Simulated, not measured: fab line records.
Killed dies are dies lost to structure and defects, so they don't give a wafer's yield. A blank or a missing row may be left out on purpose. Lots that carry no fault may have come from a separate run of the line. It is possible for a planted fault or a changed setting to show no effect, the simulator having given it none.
fab line records	flow nand-harc
[record] lots = 12	wafers = 36	last-day = 25
route steps=1159 shown P_ZERO_WELL@16 P_GATE@139 END@1159
lots that met no fault: from a run of the same line without faults
start-h: hours from the record's first day to the start of the lot's first wafer shown	wait-h: how many hours have passed since the lot's step before this one	" same as the row above	L1.1+2: a row that stands for several wafers	- no value, or no start given	* or withheld: withheld	< > ~ a bound
route shown NAME@n: NAME is a module with steps in the file, n the number in the route of the first one	usual: mean and standard deviation over wafers with no fault	same: alike in all rows	chamber/n: place in a boat	sites: each site's reading	_std_site: the standard deviation of these	_edge_site: mean of outer sites minus mean of inner sites	radius-mm: how far each site lies from the wafer's centre	mask NAME#n: copy n	behind: the most recent tool/chamber to have shaped the wafer	hold: why the lot was held/for how many hours/how that ended	device: transistor that didn't switch, given as n, p or np	end of line: tests of these same wafers at the route's end	step lacking rows: just its recipe	killed: not the wafer's yield, but the dies lost to structure and defects at the first sort	map: a wafer's dies, marking killed ones x, the rest . and places with no die _
set.NAME: the setting that was run; set.NAME@STEP: the one run at that earlier step	model.NAME: the simulator's own value behind a step, which no gauge read
the route's steps for a sample of lots (tables are steps, rows are wafers)
services: from which hour (start-h, from the record's first day; less than 0 if before it) a tool's chamber was out of use, for how many hours, and why
[[steps]]
[step NHARC_P_ZERO_WELL_DESCUM_13]
[recipe] time-s = 3	o2-flow-sccm = 200	ar-flow-sccm = 0	bias-power-w = 0	chemistry = O2
[usual] drypump-motor-current-A = 5.8/0.57	oes-product-au = 1.002/0.0093	rf-vpp-V = 57.9/0.87	showerhead-plenum-p-Torr = 1.94/0.07	throttle-valve-pct = 11.311/0.01
[same] time-s = 3
lot.wafer	tool	chamber	start-h	wait-h	drypump-motor-current-A	oes-product-au	rf-hours-counter-h	rf-vpp-V	showerhead-plenum-p-Torr	throttle-valve-pct
L379.2	rie-diel-05	2	19.30	-	5.3	1.003	1	59.9	2.04	11.321
L379.5	"	3	"	"	6.1	0.998	-	57.9	2.05	11.325
L379.6	"	0	"	"	5.7	1.012	-	55.8	1.88	11.313
L381.2	rie-diel-06	1	31.39	-	4.8	0.999	7	58.5	1.95	11.305
L381.4	"	2	"	"	5.7	1.004	7	57.9	1.85	11.310
L381.6	"	2	"	"	5.7	1.005	-	57.4	1.85	11.318
L382.4	rie-diel-10	3	37.44	-	6.8	0.985	4	58.3	1.85	11.311
L382.2	"	0	"	"	5.6	0.993	3	57.3	1.90	11.309
L382.3	"	1	"	"	5.3	0.991	2	58.9	1.95	11.316
L383.3	rie-diel-05	2	43.27	-	5.2	1.003	3	56.7	2.04	11.320
L383.1	"	3	"	"	6.1	1.001	3	59.5	2.04	11.323
L383.5	"	3	"	"	6.2	0.994	-	57.2	2.04	11.323
L384.3	rie-diel-05	0	49.41	-	5.6	1.026	3	56.7	1.88	11.302
L384.2	"	3	"	"	6.1	1.006	3	58.3	2.04	11.312
L384.6	"	1	"	"	6.2	1.020	-	58.9	1.91	11.313
L387.1	rie-diel-05	0	67.57	-	5.7	1.017	5	56.6	1.88	11.314
L387.6	"	2	"	"	5.2	1.001	-	58.5	2.04	11.318
L387.5	"	3	"	"	6.2	1.004	-	57.7	2.04	11.333
L390.2	rie-diel-05	3	85.28	-	6.2	0.993	5	57.8	2.04	11.310
L390.1	"	1	"	"	6.2	1.000	6	58.6	1.91	11.307
L390.6	"	3	"	"	6.2	0.993	-	57.1	2.04	11.329
L391.1	rie-diel-06	1	91.51	-	4.8	0.998	1	58.5	1.95	11.296
L391.2	"	3	"	"	6.7	0.987	1	57.8	1.85	11.312
L391.4	"	0	"	"	6.4	0.995	1	57.9	1.98	11.323
L396.3	rie-diel-05	3	121.41	-	6.2	1.006	7	59.3	2.04	11.299
L396.6	"	2	"	"	5.2	1.008	-	59.1	2.04	11.290
L396.5	"	3	"	"	6.2	0.994	-	57.1	2.04	11.316
L398.1	rie-diel-06	0	133.57	-	6.3	1.006	4	57.5	1.98	11.343
L398.2	"	1	"	"	4.8	1.010	4	58.1	1.95	11.300
L398.3	"	2	"	"	5.7	1.001	3	57.1	1.85	11.309
L399.2	rie-diel-05	2	139.40	-	5.2	1.008	8	58.1	2.04	11.322
L399.3	"	3	"	"	6.1	1.005	9	57.4	2.04	11.320
L399.6	"	3	"	"	6.1	1.001	-	58.4	2.04	11.303
L401.3	rie-diel-10	3	151.42	-	6.8	0.992	13	58.4	1.85	11.325
L401.2	"	0	"	"	5.6	1.009	12	57.8	1.89	11.314
L401.6	"	2	"	"	5.1	0.994	-	59.1	1.90	11.296
[step NHARC_P_ZERO_WELL_INSPECT_43]
[usual] raw-defect-count = 14/6.4
lot.wafer	tool	chamber	start-h	wait-h	raw-defect-count
L379.2	defect-inspect-02	-	25.51	0.5	12
L379.5	"	-	"	"	14
L379.6	"	-	"	"	11
L381.2	defect-inspect-01	-	37.58	0.5	18
L381.4	"	-	"	"	16
L381.6	"	-	"	"	9
L382.2	defect-inspect-01	-	43.47	0.5	8
L382.3	"	-	"	"	9
L382.4	"	-	"	"	13
L383.1	defect-inspect-01	-	49.40	0.6	14
L383.3	"	-	"	"	18
L383.5	"	-	"	"	11
L384.2	defect-inspect-01	-	55.75	0.5	11
L384.3	"	-	"	"	11
L384.6	"	-	"	"	17
L387.1	defect-inspect-02	-	74.15	0.6	14
L387.5	"	-	"	"	4
L387.6	"	-	"	"	6
L390.1	defect-inspect-02	-	91.50	0.6	21
L390.2	"	-	"	"	17
L390.6	"	-	"	"	14
L391.1	defect-inspect-01	-	97.75	0.6	12
L391.2	"	-	"	"	13
L391.4	"	-	"	"	4
L396.3	defect-inspect-02	-	127.58	0.4	24
L396.5	"	-	"	"	13
L396.6	"	-	"	"	12
L398.1	defect-inspect-02	-	139.73	0.6	11
L398.2	"	-	"	"	23
L398.3	"	-	"	"	12
L399.2	defect-inspect-02	-	145.66	0.5	13
L399.3	"	-	"	"	15
L399.6	"	-	"	"	30
L401.2	defect-inspect-02	-	157.80	0.5	23
L401.3	"	-	"	"	19
L401.6	"	-	"	"	19
[step NHARC_P_GATE_PEB_24]
[recipe] peb-temp-c = 100	peb-time-s = 65
[usual] heater-power-total-W = 156.6/0.42	plate-temp-C = 100.00/0.13
lot.wafer	tool	chamber	start-h	wait-h	heater-power-total-W	plate-temp-C
L379.2	litho-track-06	0	97.24	0.1	156.9	100.13
L379.5	"	0	"	"	156.9	99.94
L379.6	"	0	"	"	157.0	100.00
L381.2	litho-track-06	0	104.29	0.1	157.2	100.06
L381.4	"	0	"	"	156.2	100.15
L381.6	"	0	"	"	156.9	100.13
L382.2	litho-track-06	0	111.69	0.1	156.7	100.06
L382.3	"	0	"	"	157.1	100.09
L382.4	"	0	"	"	156.4	100.01
L383.1	litho-track-06	0	112.22	0.1	156.6	99.97
L383.3	"	0	"	"	156.2	100.12
L383.5	"	0	"	"	156.0	99.89
L384.2	litho-track-04	0	127.06	0.1	156.6	99.96
L384.3	"	0	"	"	157.1	100.11
L384.6	"	0	"	"	157.0	99.87
L387.1	litho-track-01	0	144.19	0.1	156.4	100.03
L387.5	"	0	"	"	156.3	100.13
L387.6	"	0	"	"	157.1	100.14
L391.1	litho-track-06	0	167.75	0.1	153.0	98.20
L391.2	"	0	"	"	153.0	98.24
L391.4	"	0	"	"	151.8	98.09
L390.1	litho-track-06	0	167.91	0.1	152.0	98.05
L390.2	"	0	"	"	152.9	98.29
L390.6	"	0	"	"	152.9	98.26
L396.3	litho-track-01	0	199.98	0.0	156.7	100.07
L396.5	"	0	"	"	155.9	99.69
L396.6	"	0	"	"	157.1	99.97
L398.1	litho-track-04	0	209.44	0.1	156.6	100.20
L398.2	"	0	"	"	156.8	100.02
L398.3	"	0	"	"	157.1	100.05
L399.2	litho-track-04	0	216.41	0.1	156.9	99.90
L399.3	"	0	"	"	157.0	100.03
L399.6	"	0	"	"	156.6	100.02
L401.2	litho-track-01	0	222.50	0.1	156.2	99.92
L401.3	"	0	"	"	156.9	99.90
L401.6	"	0	"	"	157.1	99.89
[step NHARC_P_GATE_CD_MEAS_26]
[recipe] target-cd-nm = 120	landing-energy-ev = 500
[usual] cd-nm = 120.1/0.57
lot.wafer	tool	chamber	start-h	wait-h	cd-nm
L379.2	cd-sem-03	0	97.32	-	119.5
L379.5	"	0	"	"	119.6
L379.6	"	0	"	"	119.5
L381.2	cd-sem-02	0	104.37	-	119.9
L381.4	"	0	"	"	119.1
L381.6	"	0	"	"	120.0
L382.2	cd-sem-03	0	111.77	-	119.7
L382.3	"	0	"	"	119.1
L382.4	"	0	"	"	118.7
L383.1	cd-sem-02	0	112.30	-	119.7
L383.3	"	0	"	"	119.4
L383.5	"	0	"	"	119.7
L384.2	cd-sem-03	0	127.14	-	119.9
L384.3	"	0	"	"	119.6
L384.6	"	0	"	"	119.2
L387.1	cd-sem-01	0	144.27	-	120.8
L387.5	"	0	"	"	121.2
L387.6	"	0	"	"	121.3
L391.1	cd-sem-03	0	167.83	-	127.5
L391.2	"	0	"	"	127.7
L391.4	"	0	"	"	126.8
L390.1	cd-sem-02	0	167.99	-	127.6
L390.2	"	0	"	"	126.8
L390.6	"	0	"	"	127.6
L396.3	cd-sem-03	0	200.06	-	120.3
L396.5	"	0	"	"	120.4
L396.6	"	0	"	"	120.8
L398.1	cd-sem-01	0	209.52	-	120.6
L398.2	"	0	"	"	120.3
L398.3	"	0	"	"	120.5
L399.2	cd-sem-02	0	216.49	-	119.7
L399.3	"	0	"	"	119.8
L399.6	"	0	"	"	120.2
L401.2	cd-sem-01	0	222.58	-	120.8
L401.3	"	0	"	"	119.8
L401.6	"	0	"	"	120.8
[step NHARC_P_GATE_STRIP_95]
[recipe] power-w = 1500	temp-c = 250	chemistry = O2
[usual] drypump-motor-current-A = 5.8/0.48	heater-power-w = 349/44
lot.wafer	tool	chamber	start-h	wait-h	drypump-motor-current-A	heater-power-w	rf-hours-counter-h
L379.2	plasma-asher-02	1	115.20	0.6	6.2	335	36
L379.6	"	1	"	"	6.2	330	-
L379.5	"	0	"	"	6.1	305	-
L381.2	plasma-asher-02	1	122.23	0.6	6.2	323	38
L381.4	"	0	"	"	6.1	307	-
L381.6	"	0	"	"	6.1	308	-
L382.2	plasma-asher-02	1	128.81	0.5	6.2	320	40
L382.4	"	0	"	"	6.1	312	-
L382.3	"	1	"	"	6.2	331	-
L383.1	plasma-asher-01	0	129.41	0.6	5.7	331	8
L383.3	"	0	"	"	5.6	331	-
L383.5	"	0	"	"	5.6	319	-
L384.2	plasma-asher-02	0	144.06	0.5	6.1	309	44
L384.3	"	0	"	"	6.1	308	-
L384.6	"	1	"	"	6.2	338	-
L387.1	plasma-asher-02	1	162.19	0.6	6.2	323	50
L387.5	"	1	"	"	6.2	338	-
L387.6	"	0	"	"	6.1	306	-
L391.1	plasma-asher-01	0	185.20	0.6	5.6	331	26
L391.2	"	1	"	"	5.0	423	26
L391.4	"	0	"	"	5.6	326	-
L390.1	plasma-asher-01	1	190.10	0.6	5.0	431	29
L390.2	"	0	"	"	5.7	329	29
L390.6	"	1	"	"	5.0	426	-
L396.3	plasma-asher-02	0	216.69	0.4	6.1	317	-
L396.5	"	0	"	"	6.1	318	-
L396.6	"	1	"	"	6.2	336	-
L398.2	plasma-asher-02	1	226.38	0.6	6.2	331	11
L398.1	"	0	"	"	6.1	310	11
L398.3	"	0	"	"	6.1	321	-
L399.2	plasma-asher-02	1	232.99	0.5	6.2	335	14
L399.3	"	1	"	"	6.2	337	-
L399.6	"	0	"	"	6.1	320	-
L401.2	plasma-asher-02	1	239.31	0.5	6.2	335	16
L401.3	"	1	"	"	6.2	332	-
L401.6	"	1	"	"	6.2	338	-
[step NHARC_END_SORT_01]
[recipe] temp-c = 25
[usual] killed-at-array = 28/10	killed-at-other = 0.6/0.85	killed-at-periphery = 3.3/2.3	killed-dies = 32/11	killed-open = 3.3/1.5	killed-short = 2.1/1.4
[same] gross-dies = 677
lot.wafer	tool	chamber	start-h	wait-h	killed-at-array	killed-at-other	killed-at-periphery	killed-dies	killed-open	killed-short
L390.1	prober-01	0	507.00	2.5	41	0	3	44	4	1
L390.2	prober-01	0	507.80	2.8	42	1	5	48	5	1
L390.6	prober-01	0	510.99	4.0	35	2	3	40	3	1
L391.1	prober-02	0	522.83	2.5	36	1	6	43	8	1
L391.2	prober-02	0	523.65	2.8	24	0	7	31	5	2
L391.4	prober-02	0	525.30	3.5	24	2	4	30	3	3
// killed by level:class
L390.1 A_SLIT:chamber-film-flake=16 A_CHANNEL_HOLE_D1:chamber-film-flake=14 A_BLC:chamber-film-flake=5 A_CONTACT:chamber-film-flake=3 P_CONTACT:geometric-particle:open=2 A_WL_FILL:geometric-particle:open=1 A_CONTACT:geometric-particle:open=1 A_M0:geometric-particle:short=1
L390.2 A_CHANNEL_HOLE_D1:chamber-film-flake=17 A_SLIT:chamber-film-flake=10 A_CONTACT:chamber-film-flake=5 A_BLC:chamber-film-flake=4 P_M0:geometric-particle:open=2 A_CHANNEL_FILL_D1:chamber-film-flake=2 P_M2:geometric-particle:short=1 A_CHANNEL_HOLE_D1:geometric-particle:open=1
L390.6 A_CHANNEL_HOLE_D1:chamber-film-flake=13 A_SLIT:chamber-film-flake=11 A_CONTACT:chamber-film-flake=3 A_CHANNEL_FILL_D1:chamber-film-flake=2 A_CONTACT:geometric-particle:open=2 A_ZERO_WELL:chamber-film-flake=2 A_BLC:chamber-film-flake=2 P_GATE:geometric-particle:short=1
L391.1 A_SLIT:chamber-film-flake=16 A_CHANNEL_HOLE_D1:chamber-film-flake=6 A_CONTACT:chamber-film-flake=5 A_WL_FILL:geometric-particle:open=3 A_CONTACT:geometric-particle:open=2 P_GATE:chamber-film-flake=2 A_STAIRCASE:chamber-film-flake=2 P_GATE:geometric-particle:open=1
L391.2 A_SLIT:chamber-film-flake=12 A_CONTACT:chamber-film-flake=4 P_M1:chamber-film-flake=3 A_CHANNEL_HOLE_D1:chamber-film-flake=3 P_M1:geometric-particle:open=2 A_WL_FILL:geometric-particle:short=2 A_WL_FILL:geometric-particle:open=2 P_M0:geometric-particle:open=1
L391.4 A_SLIT:chamber-film-flake=14 A_CONTACT:chamber-film-flake=3 P_GATE:geometric-particle:open=2 A_WL_FILL:geometric-particle:short=2 A_CHANNEL_HOLE_D1:chamber-film-flake=2 A_STAIRCASE:chamber-film-flake=2 THIN_TSV:chamber-film-flake=2 P_STI:geometric-particle:short=1
[[services]]
tool	chamber	start-h	hours	kind
plasma-asher-02	-	-2.29	1.3	repair
rie-diel-10	-	-0.50	9.0	pm
plasma-asher-02	-	6.00	9.0	pm
plasma-asher-02	0	6.00	9.0	vent-cycle
plasma-asher-02	1	6.00	9.0	vent-cycle
rie-diel-06	3	6.99	20.7	repair
plasma-asher-02	0	15.00	-	clean
rie-diel-05	2	58.96	4.0	repair
rie-diel-06	-	64.20	9.0	pm
plasma-asher-02	-	83.04	0.8	repair
litho-track-01	-	93.00	7.0	pm
plasma-asher-01	-	99.00	9.0	pm
plasma-asher-01	-	110.03	0.9	repair
plasma-asher-02	-	116.86	1.7	repair
litho-track-06	-	117.00	7.0	pm
rie-diel-05	1	133.10	7.0	repair
litho-track-04	-	141.00	7.0	pm
rie-diel-05	-	163.62	9.0	pm
rie-diel-10	-	176.50	9.0	pm
plasma-asher-02	-	183.76	9.0	pm
rie-diel-06	3	191.70	6.0	repair
rie-diel-06	2	202.23	8.9	repair
plasma-asher-02	-	217.51	1.1	repair
rie-diel-10	1	232.25	12.3	repair
[[key]]
[first-sign] step = NHARC_P_GATE_PEB_24	reading = plate-temp-C	direction = down	sigmas = 14	usual = *	struck = *
[effect] step = NHARC_P_GATE_PEB_24	reading = heater-power-total-W	direction = down	sigmas = 9.5	usual = *	struck = *
[effect] step = NHARC_P_GATE_CD_MEAS_26	reading = cd-nm	direction = up	sigmas = 13	usual = 120.1	struck = 127.3
met-at NHARC_P_GATE_PEB_24
struck-lots L390,L391
tester-left-out L390,L391
not-acting-at NHARC_P_ZERO_WELL_DESCUM_13,NHARC_P_ZERO_WELL_INSPECT_43,NHARC_P_GATE_STRIP_95
onset-between 112.22 167.75
[fault] kind = process-parameter-drift	tool = litho-track-06	chamber = -	onset-h = 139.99	steps = NHARC_P_GATE_PEB_24	channel = peb-temp-c	offset = *	shape = step	end-h = 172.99	acts-in = *	stated = *
// tester-left-out: of these lots the tester's yield and bins aren't shown, on N5 and GAA mostly nor the transistor test; their killed dies are dies lost to structure and defects alone, not to doping, threshold or leakage, so they don't give the yield
